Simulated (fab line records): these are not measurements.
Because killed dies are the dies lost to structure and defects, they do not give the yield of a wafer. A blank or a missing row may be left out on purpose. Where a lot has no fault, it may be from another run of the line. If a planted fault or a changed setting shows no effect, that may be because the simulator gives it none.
Problem report in the 8D (eight disciplines) form, filled by code -- flow n5Finfet -- the parts of the form that need people (team, actions taken, sign-off) are left out

1. WHAT IS WRONG
rfFwdPowerW at N5_BEOL_M5_ETCH_62 reads a mean of 634.7 W on 9 wafers of 3 lots; wafers without a fault read 836.3 W with a standard deviation of 2.6. That is -78 standard deviations from the usual mean.
The step: etches SOC in N2/H2, target depth 75 nm, overetch 15 nm, time 112.5 s.
First seen on wafer L210.1, day 12 19:37, on rieDiel-06. The record has a number at this step for 15 wafers belonging to 5 lots. By rule, "out" or "out of limits" means more than 4 standard deviations away from the usual mean. The other wafers with a number count as sound.

2. WHAT IT IS, AND WHAT IT ISN'T
question,is,is not
which readings at this step,"rfFwdPowerW, rfVppV","drypumpMotorCurrentA, oesProductAu, showerheadPlenumPTorr, throttleValvePct"
which lots,"L210, L211, L213","L199, L215"
which wafers of those lots,all that have a number,-
read on which tools,rieDiel-06,rieDiel-03
when,from day 12 19:37,up to then (3 sound wafers); but 3 sound wafers of L215 came after

3. THE SUSPECTS, EACH WITH WHAT RULES IT OUT
Counting: a tool at a process step up to the reading stays a suspect if it ran every lot that is out and no sound lot after the first of them.
- rieDiel-06 at N5_BEOL_M5_ETCH_62 (etches SOC in N2/H2, target depth 75 nm, overetch 15 nm, time 112.5 s): kept. It ran every lot that is out, first L210 (day 12 19:37), and no sound lot after that; its last sound lot up to then is L199 (day 10 02:17). Its own readings are out on those wafers: rfFwdPowerW, rfVppV.
After counting, what remains is rieDiel-06 at N5_BEOL_M5_ETCH_62.

4. THE CAUSE (what the simulator had put in)
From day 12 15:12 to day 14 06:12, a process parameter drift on rieDiel-06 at N5_BEOL_M5_ETCH_62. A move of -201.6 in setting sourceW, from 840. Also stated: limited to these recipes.
This tool alone remained once counting was done.

5. SEQUENCE OF EFFECTS, ordered by route
Each row: a reading whose mean over the struck wafers that have a number lies more than 3 standard deviations from the usual. Readings are gone through only where the record gives a usual standard deviation; hours: the median, over the lots, of the time from a lot's start at the first step in this table giving one to that lot's start at this step; sigmas: the change measured in usual standard deviations.
hours,step,reading,usual,on struck wafers,change,sigmas
0,N5_BEOL_M5_ETCH_62,rfFwdPowerW,836.3 W,634.7,-201.6,-78
0,N5_BEOL_M5_ETCH_62,rfVppV,523.9 V,574.8,+50.9,+23
The process steps in it:
- N5_BEOL_M5_ETCH_62: etches SOC in N2/H2, target depth 75 nm, overetch 15 nm, time 112.5 s.

6. HOW IT WOULD HAVE BEEN CAUGHT EARLIER
In this record no reading fell out of limits until day 12 19:37, 4 hours after the fault had begun at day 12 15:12.
